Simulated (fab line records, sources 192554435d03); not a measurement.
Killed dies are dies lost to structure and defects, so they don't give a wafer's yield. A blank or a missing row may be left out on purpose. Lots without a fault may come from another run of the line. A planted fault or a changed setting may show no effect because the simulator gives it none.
Which tool did it? | flow n5_finfet | 24 lots, 72 wafers sampled, at 6 steps of a route of 1938

WHAT THE GAUGES READ, wafer by wafer
The record holds no reading of a measuring or inspecting step that can be judged against a usual standard deviation.

WHICH TOOL RAN EACH LOT (tool, then ch and the chambers of the sampled wafers, then the start)
lot  | N5_BEOL_M1_ALD_98                 | N5_BEOL_M1_STRIP_36                | N5_BEOL_M1_ANNEAL_80         | N5_BEOL_M1_ANNEAL_95         | N5_BEOL_M1_PRE_CLEAN_60          | N5_BEOL_M2_DESCUM_16
L074 | ald_sin-01 ch 0,3, day 6 05:17    | rie_diel-01 ch 0,1, day 6 07:32    | pvd_sputter-03, day 6 09:05  | pvd_sputter-03, day 6 10:24  | cvd_co-01 ch 0,1, day 6 11:22    | rie_diel-05 ch 0,1,2, day 6 14:29
L075 | ald_sin-02 ch 1,2,3, day 6 08:27  | rie_diel-06 ch 0,2,3, day 6 10:38  | pvd_sputter-01, day 6 12:19  | pvd_sputter-01, day 6 13:38  | cvd_co-01 ch 0,1,2, day 6 14:37  | rie_diel-03 ch 0,2, day 6 16:10
L076 | ald_sin-02 ch 0,1, day 6 13:25    | rie_diel-06 ch 0,1, day 6 15:47    | pvd_sputter-02, day 6 17:03  | pvd_sputter-02, day 6 18:22  | cvd_co-02 ch 0,1, day 6 19:24    | rie_diel-03 ch 0,2,3, day 6 20:44
L077 | ald_sin-04 ch 0,1,2, day 6 21:30  | rie_diel-01 ch 1,2,3, day 7 00:43  | pvd_sputter-02, day 7 02:41  | pvd_sputter-02, day 7 04:01  | cvd_co-02 ch 0,2, day 7 05:16    | rie_diel-05 ch 1,2, day 7 07:32
L078 | ald_sin-04 ch 0,1,3, day 7 02:14  | rie_diel-06 ch 0,1,2, day 7 07:42  | pvd_sputter-01, day 7 09:26  | pvd_sputter-01, day 7 10:45  | cvd_co-01 ch 0,1,2, day 7 11:43  | rie_diel-04 ch 0,1, day 7 16:31
L080 | ald_sin-02 ch 0,2,3, day 7 11:09  | rie_diel-01 ch 0,1,3, day 7 15:59  | pvd_sputter-01, day 7 17:58  | pvd_sputter-01, day 7 19:17  | cvd_co-01 ch 1,2, day 7 20:19    | rie_diel-04 ch 0,1,3, day 7 23:32
L079 | ald_sin-02 ch 0,1,3, day 7 17:47  | rie_diel-01 ch 0,1, day 7 19:46    | pvd_sputter-03, day 7 22:35  | pvd_sputter-03, day 7 23:54  | cvd_co-02 ch 0,1,2, day 8 00:53  | rie_diel-03 ch 0,2, day 8 03:35
L081 | ald_sin-02 ch 0,3, day 7 21:31    | rie_diel-06 ch 1,3, day 8 00:02    | pvd_sputter-03, day 8 01:47  | pvd_sputter-03, day 8 03:06  | cvd_co-01 ch 1,2, day 8 04:05    | rie_diel-05 ch 1,2, day 8 06:52
L082 | ald_sin-02 ch 2,3, day 8 07:56    | rie_diel-01 ch 1,2,3, day 8 11:02  | pvd_sputter-01, day 8 13:13  | pvd_sputter-01, day 8 14:32  | cvd_co-01 ch 0,1,2, day 8 15:30  | rie_diel-03 ch 1,2,3, day 8 17:53
L083 | ald_sin-02 ch 1,2, day 8 12:37    | rie_diel-02 ch 0,2,3, day 8 13:07  | pvd_sputter-03, day 8 15:02  | pvd_sputter-03, day 8 16:22  | cvd_co-02 ch 0,2, day 8 17:19    | rie_diel-03 ch 0,1,3, day 8 19:10
L084 | ald_sin-04 ch 1,2,3, day 8 18:40  | rie_diel-06 ch 0,3, day 8 19:02    | pvd_sputter-02, day 8 20:18  | pvd_sputter-02, day 8 21:37  | cvd_co-02 ch 0,1,2, day 8 22:35  | rie_diel-03 ch 0,2,3, day 9 01:57
L085 | ald_sin-02 ch 1,2,3, day 9 00:46  | rie_diel-02 ch 0,2,3, day 9 05:16  | pvd_sputter-02, day 9 08:03  | pvd_sputter-02, day 9 09:22  | cvd_co-02 ch 0,1, day 9 10:22    | rie_diel-03 ch 0,1,2, day 9 13:30
L086 | ald_sin-04 ch 0,3, day 9 06:43    | rie_diel-06 ch 1,2,3, day 9 08:44  | pvd_sputter-02, day 9 10:53  | pvd_sputter-02, day 9 12:13  | cvd_co-01 ch 0,1, day 9 13:11    | rie_diel-04 ch 0,1,2, day 9 14:46
L087 | ald_sin-04 ch 0,2,3, day 9 11:10  | rie_diel-01 ch 0,1, day 9 12:13    | pvd_sputter-01, day 9 14:16  | pvd_sputter-01, day 9 15:35  | cvd_co-02 ch 1,2, day 9 16:34    | rie_diel-03 ch 1,2, day 9 18:07
L089 | ald_sin-04 ch 0,1,3, day 9 20:16  | rie_diel-06 ch 1,2,3, day 9 21:12  | pvd_sputter-01, day 9 22:49  | pvd_sputter-01, day 10 00:08 | cvd_co-02 ch 0,1,2, day 10 01:07 | rie_diel-03 ch 0,1,2, day 10 02:14
L088 | ald_sin-04 ch 1,3, day 9 23:01    | rie_diel-01 ch 0,1,3, day 10 08:20 | pvd_sputter-01, day 10 10:56 | pvd_sputter-01, day 10 12:15 | cvd_co-02 ch 0,2, day 10 13:13   | rie_diel-03 ch 1,2,3, day 10 17:00
L090 | ald_sin-01 ch 0,1,3, day 10 03:24 | rie_diel-06 ch 0,2,3, day 10 12:16 | pvd_sputter-02, day 10 13:47 | pvd_sputter-02, day 10 15:07 | cvd_co-02 ch 0,2, day 10 16:04   | rie_diel-03 ch 0,1,3, day 10 17:37
L091 | ald_sin-04 ch 0,2, day 10 14:30   | rie_diel-06 ch 0,2,3, day 10 15:20 | pvd_sputter-03, day 10 17:22 | pvd_sputter-03, day 10 18:41 | cvd_co-01 ch 0,1, day 10 19:40   | rie_diel-05 ch 2,3, day 10 22:14
L092 | ald_sin-04 ch 0,1, day 10 17:53   | rie_diel-06 ch 1,3, day 10 18:31   | pvd_sputter-01, day 10 19:56 | pvd_sputter-01, day 10 21:16 | cvd_co-02 ch 0,1, day 10 22:22   | rie_diel-04 ch 1,2,3, day 11 01:39
L093 | ald_sin-04 ch 0,2,3, day 10 19:20 | rie_diel-02 ch 0,2, day 10 21:11   | pvd_sputter-01, day 10 22:41 | pvd_sputter-01, day 11 00:00 | cvd_co-01 ch 0,1,2, day 11 00:58 | rie_diel-03 ch 0,1,3, day 11 02:27
L094 | ald_sin-02 ch 1,2,3, day 10 23:14 | rie_diel-02 ch 1,2,3, day 11 00:37 | pvd_sputter-03, day 11 02:14 | pvd_sputter-03, day 11 03:34 | cvd_co-02 ch 0,1,2, day 11 04:33 | rie_diel-05 ch 1,2,3, day 11 06:53
L095 | ald_sin-02 ch 0,1,3, day 11 05:47 | rie_diel-02 ch 1,2, day 11 07:06   | pvd_sputter-02, day 11 09:49 | pvd_sputter-02, day 11 11:08 | cvd_co-01 ch 0,2, day 11 12:17   | rie_diel-05 ch 0,1, day 11 14:23
L096 | ald_sin-01 ch 0,1, day 11 18:28   | rie_diel-01 ch 1,2,3, day 12 03:10 | pvd_sputter-02, day 12 06:31 | pvd_sputter-02, day 12 07:50 | cvd_co-02 ch 0,1,2, day 12 09:43 | rie_diel-03 ch 0,3, day 12 12:45
L097 | ald_sin-04 ch 2,3, day 11 20:19   | rie_diel-02 ch 0,1,3, day 12 02:42 | pvd_sputter-02, day 12 04:31 | pvd_sputter-02, day 12 05:50 | cvd_co-01 ch 1,2, day 12 06:52   | rie_diel-05 ch 0,2,3, day 12 08:48
- N5_BEOL_M1_ALD_98: deposits SiO2, target thk 2.5 nm, pulse time 1 s, co reactant pulse time 1 s.
- N5_BEOL_M1_STRIP_36: strips in N2/H2.
- N5_BEOL_M1_ANNEAL_80: time 240 s.
- N5_BEOL_M1_ANNEAL_95: time 240 s.
- N5_BEOL_M1_PRE_CLEAN_60: time 15 s.
- N5_BEOL_M2_DESCUM_16: chemistry O2, time 7 s.

WHAT THE TOOLS THEMSELVES READ (means of the sampled wafers that have a number; where no wafer has one, the mark that the record gives instead)
N5_BEOL_M1_ALD_98. Usual: heater_power_w 78 W, standard deviation 8.6; precursor_pulse_height_rel 1.000, standard deviation 0.019.
lot  | tool       | heater_power_w (W) | precursor_pulse_height_rel | flag
L074 | ald_sin-01 | 88                 | 0.990                      |
L075 | ald_sin-02 | 80                 | 1.014                      |
L076 | ald_sin-02 | 73                 | 0.991                      |
L077 | ald_sin-04 | 82                 | 1.004                      |
L078 | ald_sin-04 | 75                 | 1.013                      |
L080 | ald_sin-02 | 84                 | 1.006                      |
L079 | ald_sin-02 | 81                 | 0.999                      |
L081 | ald_sin-02 | 82                 | 0.991                      |
L082 | ald_sin-02 | 84                 | 1.009                      |
L083 | ald_sin-02 | 76                 | 0.983                      |
L084 | ald_sin-04 | 77                 | 1.006                      |
L085 | ald_sin-02 | 81                 | 0.997                      |
L086 | ald_sin-04 | 68                 | 1.034                      |
L087 | ald_sin-04 | 74                 | 1.001                      |
L089 | ald_sin-04 | 75                 | 0.998                      |
L088 | ald_sin-04 | 70                 | 0.988                      |
L090 | ald_sin-01 | 80                 | 1.008                      |
L091 | ald_sin-04 | 77                 | 1.004                      |
L092 | ald_sin-04 | 80                 | 1.013                      |
L093 | ald_sin-04 | 73                 | 1.003                      |
L094 | ald_sin-02 | 81                 | 1.008                      |
L095 | ald_sin-02 | 81                 | 0.991                      |
L096 | ald_sin-01 | 75                 | 0.985                      |
L097 | ald_sin-04 | 69                 | 0.997                      |

N5_BEOL_M1_STRIP_36. Usual: drypump_motor_current_A 5.5 A, standard deviation 0.49; h2_flow_sccm 199.9 sccm, standard deviation 0.64; oes_product_au 0.74 a.u., standard deviation 0.055; rf_vpp_V 58.9 V, standard deviation 1.4; showerhead_plenum_p_Torr 2.49 Torr, standard deviation 0.09; throttle_valve_pct 23.65 %, standard deviation 0.22.
lot  | tool        | drypump_motor_current_A (A) | h2_flow_sccm (sccm) | oes_product_au (a.u.) | rf_vpp_V (V) | showerhead_plenum_p_Torr (Torr) | throttle_valve_pct (%) | flag
L074 | rie_diel-01 | 4.9                         | 199.3               | 0.75                  | 58.5         | 2.54                            | 23.65                  |
L075 | rie_diel-06 | 5.4                         | 200.4               | 0.72                  | 58.2         | 2.46                            | 23.81                  |
L076 | rie_diel-06 | 5.3                         | 199.3               | 0.76                  | 60.1         | 2.51                            | 23.95                  |
L077 | rie_diel-01 | 5.6                         | 199.7               | 0.72                  | 60.1         | 2.56                            | 23.70                  |
L078 | rie_diel-06 | 5.2                         | 200.0               | 0.76                  | 58.4         | 2.47                            | 23.75                  |
L080 | rie_diel-01 | 5.3                         | 199.6               | 0.74                  | 57.8         | 2.50                            | 23.73                  |
L079 | rie_diel-01 | 5.2                         | 199.9               | 0.76                  | 59.2         | 2.44                            | 23.57                  |
L081 | rie_diel-06 | 5.4                         | 199.6               | 0.70                  | 58.5         | 2.41                            | 23.67                  |
L082 | rie_diel-01 | 5.6                         | 199.9               | 0.71                  | 59.6         | 2.55                            | 23.74                  |
L083 | rie_diel-02 | 5.4                         | 200.1               | 0.80                  | 60.8         | 2.55                            | 23.52                  |
L084 | rie_diel-06 | 5.6                         | 200.4               | 0.72                  | 57.1         | 2.49                            | 24.04                  |
L085 | rie_diel-02 | 5.4                         | 199.2               | 0.79                  | 58.7         | 2.55                            | 23.54                  |
L086 | rie_diel-06 | 5.2                         | 200.1               | 0.72                  | 58.4         | 2.42                            | 23.61                  |
L087 | rie_diel-01 | 4.9                         | 200.1               | 0.73                  | 57.4         | 2.53                            | 23.71                  |
L089 | rie_diel-06 | 5.2                         | 200.1               | 0.72                  | 57.9         | 2.42                            | 23.62                  |
L088 | rie_diel-01 | 5.3                         | 199.6               | 0.72                  | 57.3         | 2.49                            | 23.75                  |
L090 | rie_diel-06 | 5.4                         | 199.9               | 0.71                  | 59.1         | 2.45                            | 23.84                  |
L091 | rie_diel-06 | 5.4                         | 200.4               | 0.70                  | 57.8         | 2.45                            | 23.85                  |
L092 | rie_diel-06 | 5.2                         | 200.4               | 0.72                  | 59.9         | 2.42                            | 23.63                  |
L093 | rie_diel-02 | 5.2                         | 200.1               | 0.78                  | 59.6         | 2.51                            | 23.60                  |
L094 | rie_diel-02 | 5.8                         | 200.0               | 0.75                  | 58.8         | 2.46                            | 23.59                  |
L095 | rie_diel-02 | 5.5                         | 200.3               | 0.74                  | 58.5         | 2.42                            | 23.60                  |
L096 | rie_diel-01 | 5.6                         | 200.2               | 0.79                  | 58.8         | 2.54                            | 23.62                  |
L097 | rie_diel-02 | 5.8                         | 199.8               | 0.78                  | 58.7         | 2.55                            | 23.53                  |

N5_BEOL_M1_ANNEAL_80. Usual: heater_power_w 825 W, standard deviation 81.
lot  | tool           | heater_power_w (W) | flag
L074 | pvd_sputter-03 | 779                |
L075 | pvd_sputter-01 | 843                |
L076 | pvd_sputter-02 | 762                |
L077 | pvd_sputter-02 | 887                |
L078 | pvd_sputter-01 | 807                |
L080 | pvd_sputter-01 | 823                |
L079 | pvd_sputter-03 | 911                |
L081 | pvd_sputter-03 | 944                |
L082 | pvd_sputter-01 | 802                |
L083 | pvd_sputter-03 | 857                |
L084 | pvd_sputter-02 | 746                |
L085 | pvd_sputter-02 | 829                |
L086 | pvd_sputter-02 | 836                |
L087 | pvd_sputter-01 | 822                |
L089 | pvd_sputter-01 | 829                |
L088 | pvd_sputter-01 | 778                |
L090 | pvd_sputter-02 | 779                |
L091 | pvd_sputter-03 | 984                |
L092 | pvd_sputter-01 | 841                |
L093 | pvd_sputter-01 | 823                |
L094 | pvd_sputter-03 | 946                |
L095 | pvd_sputter-02 | 799                |
L096 | pvd_sputter-02 | 800                |
L097 | pvd_sputter-02 | 821                |

N5_BEOL_M1_ANNEAL_95. Usual: heater_power_w 825 W, standard deviation 81.
lot  | tool           | heater_power_w (W) | flag
L074 | pvd_sputter-03 | 782                |
L075 | pvd_sputter-01 | 856                |
L076 | pvd_sputter-02 | 768                |
L077 | pvd_sputter-02 | 883                |
L078 | pvd_sputter-01 | 819                |
L080 | pvd_sputter-01 | 835                |
L079 | pvd_sputter-03 | 910                |
L081 | pvd_sputter-03 | 930                |
L082 | pvd_sputter-01 | 795                |
L083 | pvd_sputter-03 | 857                |
L084 | pvd_sputter-02 | 751                |
L085 | pvd_sputter-02 | 843                |
L086 | pvd_sputter-02 | 833                |
L087 | pvd_sputter-01 | 831                |
L089 | pvd_sputter-01 | 825                |
L088 | pvd_sputter-01 | 782                |
L090 | pvd_sputter-02 | 779                |
L091 | pvd_sputter-03 | 958                |
L092 | pvd_sputter-01 | 834                |
L093 | pvd_sputter-01 | 817                |
L094 | pvd_sputter-03 | 952                |
L095 | pvd_sputter-02 | 813                |
L096 | pvd_sputter-02 | 802                |
L097 | pvd_sputter-02 | 824                |

N5_BEOL_M1_PRE_CLEAN_60. Usual: heater_power_w 99 W, standard deviation 21.
lot  | tool      | heater_power_w (W) | flag
L074 | cvd_co-01 | 79                 |
L075 | cvd_co-01 | 79                 |
L076 | cvd_co-02 | 107                |
L077 | cvd_co-02 | 125                |
L078 | cvd_co-01 | 77                 |
L080 | cvd_co-01 | 87                 |
L079 | cvd_co-02 | 116                |
L081 | cvd_co-01 | 86                 |
L082 | cvd_co-01 | 80                 |
L083 | cvd_co-02 | 118                |
L084 | cvd_co-02 | 116                |
L085 | cvd_co-02 | 106                |
L086 | cvd_co-01 | 80                 |
L087 | cvd_co-02 | 114                |
L089 | cvd_co-02 | 115                |
L088 | cvd_co-02 | 126                |
L090 | cvd_co-02 | 125                |
L091 | cvd_co-01 | 74                 |
L092 | cvd_co-02 | 107                |
L093 | cvd_co-01 | 80                 |
L094 | cvd_co-02 | 116                |
L095 | cvd_co-01 | 73                 |
L096 | cvd_co-02 | 115                |
L097 | cvd_co-01 | 86                 |

N5_BEOL_M2_DESCUM_16. Usual: drypump_motor_current_A 6.0 A, standard deviation 0.36; oes_product_au 0.79 a.u., standard deviation 0.086; rf_vpp_V 243.2 V, standard deviation 1.2; showerhead_plenum_p_Torr 2.09 Torr, standard deviation 0.05; throttle_valve_pct 20.52 %, standard deviation 0.26.
lot  | tool        | drypump_motor_current_A (A) | oes_product_au (a.u.) | rf_vpp_V (V) | showerhead_plenum_p_Torr (Torr) | throttle_valve_pct (%) | flag
L074 | rie_diel-05 | 6.2                         | 0.79                  | 242.1        | 2.05                            | 20.35                  |
L075 | rie_diel-03 | 5.6                         | 0.76                  | 244.6        | 2.14                            | 20.78                  |
L076 | rie_diel-03 | 5.8                         | 0.79                  | 243.6        | 2.13                            | 20.58                  |
L077 | rie_diel-05 | 6.3                         | 0.77                  | 242.6        | 2.04                            | 20.37                  |
L078 | rie_diel-04 | 5.8                         | 0.70                  | 243.3        | 2.11                            | 20.46                  |
L080 | rie_diel-04 | 5.9                         | 0.68                  | 242.4        | 2.07                            | 20.60                  |
L079 | rie_diel-03 | 5.7                         | 0.80                  | 244.6        | 2.13                            | 20.71                  |
L081 | rie_diel-05 | 6.2                         | 0.72                  | 242.5        | 2.05                            | 20.61                  |
L082 | rie_diel-03 | 6.1                         | 0.80                  | 243.2        | 2.10                            | 20.59                  |
L083 | rie_diel-03 | 6.2                         | 0.86                  | 243.1        | 2.09                            | 20.52                  |
L084 | rie_diel-03 | 5.8                         | 0.78                  | 243.6        | 2.12                            | 20.62                  |
L085 | rie_diel-03 | 5.9                         | 0.81                  | 243.1        | 2.10                            | 20.71                  |
L086 | rie_diel-04 | 5.6                         | 0.87                  | 243.2        | 2.09                            | 20.20                  |
L087 | rie_diel-03 | 6.2                         | 0.83                  | 243.3        | 2.08                            | 20.70                  |
L089 | rie_diel-03 | 5.9                         | 0.81                  | 243.7        | 2.10                            | 20.73                  |
L088 | rie_diel-03 | 6.1                         | 0.78                  | 242.2        | 2.10                            | 20.62                  |
L090 | rie_diel-03 | 6.2                         | 0.83                  | 243.7        | 2.09                            | 20.52                  |
L091 | rie_diel-05 | 6.3                         | 0.75                  | 243.0        | 2.06                            | 20.40                  |
L092 | rie_diel-04 | 5.9                         | 0.84                  | 244.5        | 2.11                            | 20.33                  |
L093 | rie_diel-03 | 6.2                         | 0.84                  | 243.1        | 2.08                            | 20.53                  |
L094 | rie_diel-05 | 6.2                         | 0.78                  | 242.4        | 2.08                            | 20.51                  |
L095 | rie_diel-05 | 6.1                         | 0.85                  | 241.5        | 2.05                            | 20.38                  |
L096 | rie_diel-03 | 5.9                         | 0.79                  | 243.2        | 2.10                            | 20.58                  |
L097 | rie_diel-05 | 6.2                         | 0.75                  | 243.5        | 2.06                            | 20.40                  |

THE ANSWER, worked out from the rows above alone
Rule: a lot is off if the mean of its wafers that have a number lies more than 3 standard deviations from the usual mean. A lot without any number at a reading at which 4 lots or more have one is off too. The other lots that the step has rows for count as sound. The gauges are gone through in route order, then the tools' own readings, and for those a lot's mean is taken as printed above. The first step at which some lot is off is used, and at that step the reading that is off furthest; a lot without a number counts as furthest.
No lot is off at any reading shown: from this, nothing can be told.

WHAT THE SIMULATOR HAD PUT IN
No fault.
